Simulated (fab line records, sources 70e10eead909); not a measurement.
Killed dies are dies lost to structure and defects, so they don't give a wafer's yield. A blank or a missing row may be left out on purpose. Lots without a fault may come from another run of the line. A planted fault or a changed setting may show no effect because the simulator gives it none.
Which tool did it? | flow nand_harc | 12 lots, 36 wafers sampled, at 5 steps of a route of 1302

WHAT THE GAUGES READ, wafer by wafer
NHARC_P_STI_INSPECT_11. Usual: raw_defect_count 5.7, standard deviation 2.8.
lot  | measured     | on                | raw_defect_count | flag
L864 | day 2 20:32  | defect_inspect-02 | 7 7 10           |
L865 | day 3 05:28  | defect_inspect-01 | 8 4 11           |
L867 | day 4 00:40  | defect_inspect-01 | 7 8 5            |
L868 | day 4 11:58  | defect_inspect-02 | 5 9 4            |
L869 | day 4 20:41  | defect_inspect-01 | 4 1 8            |
L871 | day 5 18:18  | defect_inspect-01 | 7 6 6            |
L872 | day 6 04:51  | defect_inspect-01 | 6 3 6            |
L874 | day 7 04:21  | defect_inspect-01 | 3 3 4            |
L875 | day 7 10:20  | defect_inspect-02 | 8 5 3            |
L876 | day 7 19:55  | defect_inspect-01 | 6 4 6            |
L886 | day 11 22:43 | defect_inspect-02 | 4 4 3            |
L887 | day 12 11:49 | defect_inspect-02 | 4 1 2            |

NHARC_END_SORT_01. Usual: killed_at_array 55, standard deviation 20; killed_at_other 1.1, standard deviation 1.2; killed_at_periphery 3.8, standard deviation 2.8; killed_dies 60, standard deviation 19; killed_open 3.4, standard deviation 1.9; killed_short 2.2, standard deviation 1.5.
lot  | measured     | on        | killed_at_array | killed_at_other | killed_at_periphery | killed_dies | killed_open | killed_short | flag
L864 | day 23 19:10 | prober-01 | 40 55 46        | 1 2 2           | 4 2 3               | 45 59 51    | 4 2 2       | 2 3 2        |
L865 | day 24 17:01 | prober-02 | 72 65 47        | 1 1 1           | 3 4 8               | 76 70 56    | 4 2 2       | 2 0 1        |
L867 | day 24 23:22 | prober-01 | 61 49 58        | 0 0 0           | 10 6 12             | 71 55 70    | 6 4 7       | 2 3 3        |
L868 | day 25 16:16 | prober-01 | 61 70 61        | 0 0 0           | 4 3 1               | 65 73 62    | 3 3 3       | 3 3 1        |
L869 | day 26 09:45 | prober-02 | 100 83 84       | 1 1 1           | 1 0 1               | 102 84 86   | 0 1 2       | 0 2 6        |
L871 | day 27 10:55 | prober-02 | 20 29 30        | 6 3 1           | 0 2 2               | 26 34 33    | 5 3 7       | 2 3 2        |
L872 | day 27 09:13 | prober-01 | 104 82 108      | 0 1 1           | 3 2 0               | 107 85 109  | 1 4 5       | 4 2 1        |
L874 | day 29 11:46 | prober-02 | 37 31 49        | 0 1 1           | 5 3 5               | 42 35 55    | 4 5 6       | 2 0 4        |
L875 | day 28 14:54 | prober-02 | 58 52 46        | 1 1 2           | 3 6 10              | 62 59 58    | 3 1 6       | 4 3 4        |
L876 | day 29 21:49 | prober-01 | 26 21 20        | 1 0 0           | 1 2 5               | 28 23 25    | 3 4 2       | 3 3 1        |
L886 | day 33 13:15 | prober-02 | 29 20 17        | 1 0 1           | 5 4 2               | 35 24 20    | 7 3 5       | 3 4 2        |
L887 | day 33 13:23 | prober-01 | 66 64 63        | 5 2 3           | 1 2 0               | 72 68 66    | 5 3 2       | 3 3 0        |

WHICH TOOL RAN EACH LOT (tool, then ch and the chambers of the sampled wafers, then the start)
lot  | NHARC_P_STI_ETCH_15              | NHARC_P_GATE_HM_DEP_102       | NHARC_P_GATE_ETCH_114
L864 | rie_si-05 ch 0,1,2, day 2 20:58  | acl_dep-02 ch 0, day 4 18:52  | rie_diel-08 ch 0,1,3, day 23 19:10 or earlier
L865 | rie_si-01 ch 0,2,3, day 3 05:58  | acl_dep-01 ch 0, day 5 10:27  | rie_diel-07 ch 1,2,3, day 24 17:01 or earlier
L867 | rie_si-02 ch 1,2, day 4 01:04    | acl_dep-01 ch 0, day 6 05:45  | rie_diel-08 ch 1,3, day 24 23:22 or earlier
L868 | rie_si-01 ch 0,2, day 4 12:23    | acl_dep-03 ch 0, day 6 14:36  | rie_diel-07 ch 0,1, day 25 16:16 or earlier
L869 | rie_si-05 ch 1,2,3, day 4 21:08  | acl_dep-03 ch 0, day 6 22:37  | rie_diel-11 ch 1,2,3, day 26 09:45 or earlier
L871 | rie_si-05 ch 2,3, day 5 18:44    | acl_dep-03 ch 0, day 8 06:02  | rie_diel-08 ch 0,1,2, day 27 10:55 or earlier
L872 | rie_si-02 ch 1,2, day 6 05:16    | acl_dep-03 ch 0, day 8 08:24  | rie_diel-11 ch 1,3, day 27 09:13 or earlier
L874 | rie_si-05 ch 1,2,3, day 7 04:51  | acl_dep-01 ch 0, day 9 08:10  | rie_diel-08 ch 0,2, day 29 11:46 or earlier
L875 | rie_si-05 ch 0,1,3, day 7 10:45  | acl_dep-01 ch 0, day 9 14:02  | rie_diel-08 ch 1,2,3, day 28 14:54 or earlier
L876 | rie_si-05 ch 2,3, day 7 20:20    | acl_dep-02 ch 0, day 10 01:08 | rie_diel-08 ch 1,2, day 29 21:49 or earlier
L886 | rie_si-01 ch 0,1,3, day 11 23:11 | acl_dep-03 ch 0, day 14 06:58 | rie_diel-11 ch 0,2, day 33 13:15 or earlier
L887 | rie_si-02 ch 1,2,3, day 12 12:13 | acl_dep-02 ch 0, day 14 15:00 | rie_diel-07 ch 1,2, day 33 13:23 or earlier
- NHARC_P_STI_ETCH_15: etches the open film in HBr/Cl2, target depth 300 nm, time 100.1 s.
- NHARC_P_GATE_HM_DEP_102: deposits aC, target thk 120 nm.
- NHARC_P_GATE_ETCH_114: etches the open film in CF4/O2, target depth 30 nm, overetch 3 nm, time 16.5 s.

WHAT THE TOOLS THEMSELVES READ (means of the sampled wafers that have a number; where no wafer has one, the mark that the record gives instead)
NHARC_P_STI_ETCH_15. Usual: bias_w 100.02 W, standard deviation 0.29; drypump_motor_current_A 6.0 A, standard deviation 0.46; oes_product_au 1.002 a.u., standard deviation 0.0091; rf_fwd_power_W 397.8 W, standard deviation 1.4; throttle_valve_pct 26.407 %, standard deviation 0.0099.
lot  | tool      | bias_w (W) | drypump_motor_current_A (A) | oes_product_au (a.u.) | rf_fwd_power_W (W) | throttle_valve_pct (%) | flag
L864 | rie_si-05 | 100.06     | 6.1                         | 0.998                 | 396.9              | 26.406                 |
L865 | rie_si-01 | 100.06     | 5.8                         | 1.001                 | 398.3              | 26.396                 |
L867 | rie_si-02 | 100.32     | 6.2                         | 0.999                 | 398.4              | 26.403                 |
L868 | rie_si-01 | 99.91      | 5.4                         | 0.998                 | 398.1              | 26.416                 |
L869 | rie_si-05 | 99.76      | 5.9                         | 1.012                 | 397.3              | 26.404                 |
L871 | rie_si-05 | 100.10     | 5.9                         | 1.007                 | 397.7              | 26.405                 |
L872 | rie_si-02 | 99.58      | 6.3                         | 1.006                 | 397.2              | 26.409                 |
L874 | rie_si-05 | 100.05     | 5.9                         | 1.000                 | 397.2              | 26.412                 |
L875 | rie_si-05 | 100.19     | 6.2                         | 0.996                 | 398.4              | 26.404                 |
L876 | rie_si-05 | 99.62      | 5.8                         | 0.991                 | 396.3              | 26.406                 |
L886 | rie_si-01 | 99.95      | 6.0                         | 1.017                 | 397.2              | 26.401                 |
L887 | rie_si-02 | 99.93      | 6.0                         | 1.008                 | 396.7              | 26.415                 |

NHARC_P_GATE_HM_DEP_102. Usual: throttle_valve_pct 35.000 %, standard deviation 0.0091.
lot  | tool       | throttle_valve_pct (%) | flag
L864 | acl_dep-02 | 34.993                 |
L865 | acl_dep-01 | 34.993                 |
L867 | acl_dep-01 | 35.011                 |
L868 | acl_dep-03 | 35.003                 |
L869 | acl_dep-03 | 34.999                 |
L871 | acl_dep-03 | 34.999                 |
L872 | acl_dep-03 | 35.003                 |
L874 | acl_dep-01 | 35.006                 |
L875 | acl_dep-01 | 35.004                 |
L876 | acl_dep-02 | 34.999                 |
L886 | acl_dep-03 | 34.997                 |
L887 | acl_dep-02 | 34.998                 |

NHARC_P_GATE_ETCH_114. Usual: bias_w 100.00 W, standard deviation 0.27; drypump_motor_current_A 6.0 A, standard deviation 0.58; mfc_ar_sccm 0.007 sccm, standard deviation 0.011; oes_ar_750_au 0.999 a.u., standard deviation 0.0044; oes_product_au 1.002 a.u., standard deviation 0.0086; rf_fwd_power_W 294.4 W, standard deviation 1.6; rf_vpp_V 198.6 V, standard deviation 1.4; showerhead_plenum_p_Torr 1.37 Torr, standard deviation 0.053; throttle_valve_pct 13.398 %, standard deviation 0.0091.
lot  | tool        | bias_w (W) | drypump_motor_current_A (A) | mfc_ar_sccm (sccm) | oes_ar_750_au (a.u.) | oes_product_au (a.u.) | rf_fwd_power_W (W) | rf_vpp_V (V) | showerhead_plenum_p_Torr (Torr) | throttle_valve_pct (%) | flag
L864 | rie_diel-08 | 99.87      | 5.5                         | 0.000              | 0.999                | 0.995                 | 293.1              | 199.7        | 1.38                            | 13.398                 |
L865 | rie_diel-07 | 99.70      | 5.7                         | 0.026              | 1.003                | 1.002                 | 294.9              | 197.8        | 1.34                            | 13.405                 |
L867 | rie_diel-08 | 99.83      | 5.2                         | 0.001              | 0.997                | 1.000                 | 294.6              | 198.2        | 1.35                            | 13.394                 |
L868 | rie_diel-07 | 99.87      | 6.0                         | 0.019              | 1.002                | 1.001                 | 293.1              | 197.4        | 1.34                            | 13.403                 |
L869 | rie_diel-11 | 99.87      | 6.6                         | 0.006              | 0.999                | 0.999                 | 294.4              | 198.2        | 1.36                            | 13.399                 |
L871 | rie_diel-08 | 100.12     | 6.1                         | 0.000              | 0.998                | 1.002                 | 293.4              | 200.1        | 1.41                            | 13.391                 |
L872 | rie_diel-11 | 99.90      | 6.5                         | 0.009              | 1.003                | 0.992                 | 292.6              | 197.5        | 1.33                            | 13.402                 |
L874 | rie_diel-08 | 99.88      | 6.5                         | 0.000              | 1.000                | 1.011                 | 295.1              | 198.7        | 1.42                            | 13.394                 |
L875 | rie_diel-08 | 100.18     | 5.8                         | 0.000              | 0.998                | 1.010                 | 295.4              | 198.5        | 1.39                            | 13.400                 |
L876 | rie_diel-08 | 99.97      | 6.4                         | 0.000              | 0.999                | 1.000                 | 294.2              | 199.7        | 1.42                            | 13.401                 |
L886 | rie_diel-11 | 99.76      | 5.8                         | 0.001              | 1.000                | 1.007                 | 295.2              | 199.0        | 1.35                            | 13.393                 |
L887 | rie_diel-07 | 100.39     | 5.6                         | 0.032              | 0.999                | 0.999                 | 293.8              | 198.3        | 1.36                            | 13.405                 |

THE ANSWER, worked out from the rows above alone
Rule: a lot is off if the mean of its wafers that have a number lies more than 3 standard deviations from the usual mean. A lot without any number at a reading at which 4 lots or more have one is off too. The other lots that the step has rows for count as sound. The gauges are gone through in route order, then the tools' own readings, and for those a lot's mean is taken as printed above. The first step at which some lot is off is used, and at that step the reading that is off furthest; a lot without a number counts as furthest.
No lot is off at any reading shown: from this, nothing can be told.

WHAT THE SIMULATOR HAD PUT IN
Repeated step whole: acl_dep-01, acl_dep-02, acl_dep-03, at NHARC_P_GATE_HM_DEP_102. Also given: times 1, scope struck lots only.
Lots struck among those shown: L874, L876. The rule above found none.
